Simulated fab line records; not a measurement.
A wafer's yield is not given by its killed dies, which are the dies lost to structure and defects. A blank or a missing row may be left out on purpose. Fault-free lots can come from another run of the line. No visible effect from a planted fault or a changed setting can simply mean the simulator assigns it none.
The tool behind it: which one?    flow n5 finfet    24 lots, 72 wafers sampled, at 5 steps of a route of 1938

## WHAT THE GAUGES SHOWED, per wafer
N5_BEOL_M3_THK_MEAS_53: measures by xrf. Usual: M3_THK gives 38.3 nm (standard deviation 1.6).
lot   measured      on             M3_THK (nm)     flag
L074  day 7 04:44   film metro-02  40.2 41.5 39.8  
L075  day 7 17:18   film metro-01  34.8 36.7 36.9  
L076  day 7 21:14   film metro-02  37.7 36.5 37.5  
L077  day 7 22:59   film metro-01  37.7 40.2 40.5  
L078  day 8 11:55   film metro-02  36.6 37.1 38.3  
L079  day 8 14:02   film metro-02  38.0 37.8 39.8  
L080  day 8 23:57   film metro-01  36.4 37.0 38.1  
L081  day 9 00:20   film metro-02  38.2 37.9 38.7  
L082  day 9 12:58   film metro-01  37.6 41.5 39.1  
L083  day 9 17:38   film metro-02  36.6 37.7 39.2  
L084  day 9 19:33   film metro-01  39.6 38.5 40.5  
L085  day 10 01:58  film metro-02  36.7 34.8 39.0  
L086  day 10 09:30  film metro-02  37.1 34.2 36.8  
L087  day 10 23:29  film metro-02  36.2 39.8 36.7  
L088  day 11 00:40  film metro-01  35.2 36.2 38.1  
L089  day 11 06:43  film metro-01  35.6 38.9 39.6  
L090  day 11 11:31  film metro-02  38.6 37.5 37.7  
L091  day 11 18:32  film metro-02  40.5 40.2 39.6  
L092  day 12 00:02  film metro-01  38.0 36.9 39.5  
L093  day 12 04:56  film metro-01  39.7 41.2 39.1  
L094  day 12 07:41  film metro-02  41.8 38.4 41.9  
L095  day 12 12:38  film metro-02  39.0 39.8 40.7  
L096  day 12 15:52  film metro-01  37.8 35.8 40.4  
L097  day 13 17:18  film metro-02  38.8 38.6 38.7  

## TOOL THAT RAN EACH LOT (tool first, then ch and the chambers of the sampled wafers, then the start)
lot   N5_BEOL_M3_DEGAS_44           N5_BEOL_M3_ALD_84                    N5_BEOL_M3_ANNEAL_49          N5_BEOL_M3_SPUTTER_94
L074  pvd sputter-03, day 7 01:19   ald metal-01 ch 0,1,3, day 7 01:25   pvd sputter-01, day 7 02:07   pvd sputter-01, day 7 03:34
L075  pvd sputter-03, day 7 14:08   ald metal-02 ch 1,2,3, day 7 14:14   pvd sputter-01, day 7 14:49   pvd sputter-01, day 7 16:17
L076  pvd sputter-03, day 7 17:41   ald metal-01 ch 0,1,2, day 7 17:47   pvd sputter-03, day 7 18:35   pvd sputter-03, day 7 20:03
L077  pvd sputter-01, day 7 19:52   ald metal-02 ch 0,1,2, day 7 19:58   pvd sputter-03, day 7 20:31   pvd sputter-03, day 7 21:58
L078  pvd sputter-01, day 8 08:23   ald metal-02 ch 1,2,3, day 8 08:31   pvd sputter-02, day 8 09:04   pvd sputter-02, day 8 10:32
L079  pvd sputter-02, day 8 10:56   ald metal-01 ch 0,1,2, day 8 11:02   pvd sputter-02, day 8 11:34   pvd sputter-02, day 8 13:02
L080  pvd sputter-03, day 8 20:35   ald metal-01 ch 0,2,3, day 8 20:44   pvd sputter-02, day 8 21:29   pvd sputter-02, day 8 22:56
L081  pvd sputter-03, day 8 21:06   ald metal-02 ch 2,3, day 8 21:12     pvd sputter-01, day 8 21:52   pvd sputter-01, day 8 23:19
L082  pvd sputter-02, day 9 08:00   ald metal-01 ch 1,2, day 9 08:07     pvd sputter-01, day 9 10:29   pvd sputter-01, day 9 11:57
L083  pvd sputter-03, day 9 14:30   ald metal-02 ch 0,1,2, day 9 14:37   pvd sputter-01, day 9 15:10   pvd sputter-01, day 9 16:37
L084  pvd sputter-03, day 9 15:07   ald metal-04 ch 0,2,3, day 9 15:13   pvd sputter-01, day 9 17:05   pvd sputter-01, day 9 18:32
L085  pvd sputter-03, day 9 22:41   ald metal-04 ch 1,2, day 9 22:47     pvd sputter-03, day 9 23:29   pvd sputter-03, day 10 00:57
L086  pvd sputter-03, day 10 06:08  ald metal-01 ch 0,1,2, day 10 06:16  pvd sputter-01, day 10 07:02  pvd sputter-01, day 10 08:29
L087  pvd sputter-03, day 10 20:07  ald metal-02 ch 0,1, day 10 20:13    pvd sputter-01, day 10 20:50  pvd sputter-01, day 10 22:18
L088  pvd sputter-03, day 10 20:58  ald metal-01 ch 2,3, day 10 21:05    pvd sputter-03, day 10 22:01  pvd sputter-03, day 10 23:29
L089  pvd sputter-03, day 11 03:07  ald metal-04 ch 1,2,3, day 11 03:26  pvd sputter-03, day 11 04:02  pvd sputter-03, day 11 05:30
L090  pvd sputter-02, day 11 08:21  ald metal-04 ch 1,2, day 11 08:27    pvd sputter-03, day 11 09:02  pvd sputter-03, day 11 10:30
L091  pvd sputter-02, day 11 15:10  ald metal-01 ch 0,1,2, day 11 15:16  pvd sputter-03, day 11 16:05  pvd sputter-03, day 11 17:32
L092  pvd sputter-02, day 11 20:53  ald metal-01 ch 0,1, day 11 20:59    pvd sputter-01, day 11 21:34  pvd sputter-01, day 11 23:02
L093  pvd sputter-01, day 12 01:39  ald metal-04 ch 0,2, day 12 01:45    pvd sputter-03, day 12 02:28  pvd sputter-03, day 12 03:55
L094  pvd sputter-03, day 12 02:13  ald metal-04 ch 0,1,3, day 12 02:26  pvd sputter-03, day 12 04:31  pvd sputter-03, day 12 05:59
L095  pvd sputter-01, day 12 09:29  ald metal-01 ch 0,1, day 12 09:35    pvd sputter-02, day 12 10:08  pvd sputter-02, day 12 11:36
L096  pvd sputter-02, day 12 12:25  ald metal-02 ch 1,2,3, day 12 12:35  pvd sputter-03, day 12 13:23  pvd sputter-03, day 12 14:51
L097  pvd sputter-02, day 13 14:06  ald metal-04 ch 0,1,3, day 13 14:12  pvd sputter-02, day 13 14:49  pvd sputter-02, day 13 16:16
- N5_BEOL_M3_DEGAS_44: time 60 s.
- N5_BEOL_M3_ALD_84: deposits TaN, pulse time 2 s, purge time 3 s, co reactant purge time 2 s.
- N5_BEOL_M3_ANNEAL_49: time 240 s.
- N5_BEOL_M3_SPUTTER_94: material Cu, target thk 4.5 nm, time 8.29 s.

## WHAT THE TOOLS THEMSELVES READ (means of the sampled wafers that have a number; where no wafer has one, the mark that the record gives instead)
N5_BEOL_M3_DEGAS_44. Usual: 323 W for heater power w, sd 30.
lot   tool            heater power w (W)  flag
L074  pvd sputter-03  334                 
L075  pvd sputter-03  320                 
L076  pvd sputter-03  333                 
L077  pvd sputter-01  351                 
L078  pvd sputter-01  329                 
L079  pvd sputter-02  341                 
L080  pvd sputter-03  325                 
L081  pvd sputter-03  302                 
L082  pvd sputter-02  336                 
L083  pvd sputter-03  303                 
L084  pvd sputter-03  293                 
L085  pvd sputter-03  285                 
L086  pvd sputter-03  303                 
L087  pvd sputter-03  337                 
L088  pvd sputter-03  315                 
L089  pvd sputter-03  305                 
L090  pvd sputter-02  318                 
L091  pvd sputter-02  327                 
L092  pvd sputter-02  333                 
L093  pvd sputter-01  324                 
L094  pvd sputter-03  292                 
L095  pvd sputter-01  352                 
L096  pvd sputter-02  324                 
L097  pvd sputter-02  337                 

N5_BEOL_M3_ALD_84. Usual: 431 W for heater power w, sd 39.
lot   tool          heater power w (W)  flag
L074  ald metal-01  405                 
L075  ald metal-02  434                 
L076  ald metal-01  421                 
L077  ald metal-02  438                 
L078  ald metal-02  445                 
L079  ald metal-01  414                 
L080  ald metal-01  430                 
L081  ald metal-02  448                 
L082  ald metal-01  406                 
L083  ald metal-02  443                 
L084  ald metal-04  466                 
L085  ald metal-04  469                 
L086  ald metal-01  416                 
L087  ald metal-02  444                 
L088  ald metal-01  447                 
L089  ald metal-04  428                 
L090  ald metal-04  477                 
L091  ald metal-01  412                 
L092  ald metal-01  395                 
L093  ald metal-04  506                 
L094  ald metal-04  425                 
L095  ald metal-01  406                 
L096  ald metal-02  442                 
L097  ald metal-04  429                 

N5_BEOL_M3_ANNEAL_49. Usual: 814 W for heater power w, sd 73.
lot   tool            heater power w (W)  flag
L074  pvd sputter-01  826                 
L075  pvd sputter-01  805                 
L076  pvd sputter-03  812                 
L077  pvd sputter-03  826                 
L078  pvd sputter-02  839                 
L079  pvd sputter-02  815                 
L080  pvd sputter-02  849                 
L081  pvd sputter-01  892                 
L082  pvd sputter-01  876                 
L083  pvd sputter-01  866                 
L084  pvd sputter-01  816                 
L085  pvd sputter-03  813                 
L086  pvd sputter-01  882                 
L087  pvd sputter-01  881                 
L088  pvd sputter-03  840                 
L089  pvd sputter-03  790                 
L090  pvd sputter-03  818                 
L091  pvd sputter-03  755                 
L092  pvd sputter-01  859                 
L093  pvd sputter-03  813                 
L094  pvd sputter-03  795                 
L095  pvd sputter-02  844                 
L096  pvd sputter-03  731                 
L097  pvd sputter-02  843                 

N5_BEOL_M3_SPUTTER_94. Usual: chuck sensor temp C -15.9 C, standard deviation 0.32; throttle valve pct 29.7 %, standard deviation 1.3.
lot   tool            chuck sensor temp C (C)  throttle valve pct (%)  flag
L074  pvd sputter-01  -15.9                    29.3                    
L075  pvd sputter-01  -16.1                    28.2                    
L076  pvd sputter-03  -15.8                    30.7                    
L077  pvd sputter-03  -15.7                    31.5                    
L078  pvd sputter-02  -15.9                    29.4                    
L079  pvd sputter-02  -15.8                    29.9                    
L080  pvd sputter-02  -16.1                    29.7                    
L081  pvd sputter-01  -15.9                    29.4                    
L082  pvd sputter-01  -16.0                    28.5                    
L083  pvd sputter-01  -16.1                    28.5                    
L084  pvd sputter-01  -15.9                    28.4                    
L085  pvd sputter-03  -15.9                    30.7                    
L086  pvd sputter-01  -16.1                    28.6                    
L087  pvd sputter-01  -15.8                    29.6                    
L088  pvd sputter-03  -15.6                    31.6                    
L089  pvd sputter-03  -15.6                    31.3                    
L090  pvd sputter-03  -15.8                    30.7                    
L091  pvd sputter-03  -16.2                    29.2                    
L092  pvd sputter-01  -16.3                    27.7                    
L093  pvd sputter-03  -15.9                    30.7                    
L094  pvd sputter-03  -15.9                    30.8                    
L095  pvd sputter-02  -15.9                    29.3                    
L096  pvd sputter-03  -15.8                    29.9                    
L097  pvd sputter-02  -16.0                    29.3                    

## THE ANSWER, worked out from the rows above alone
Rule: lot off if the mean of its wafers having a number is beyond 3 standard deviations from the usual mean. Also off: a lot with no number at a reading for which 4 or more lots have one. All remaining lots with rows at the step are treated as sound. First the gauges in route order, then the tools' own readings, where a lot's mean is used as printed above. At the first step where some lot is off, the reading lying furthest off is the one used; lots without a number count as furthest.
No lot is off on any of the readings shown, so nothing can be concluded from this.

## WHAT THE SIMULATOR HAD INSERTED
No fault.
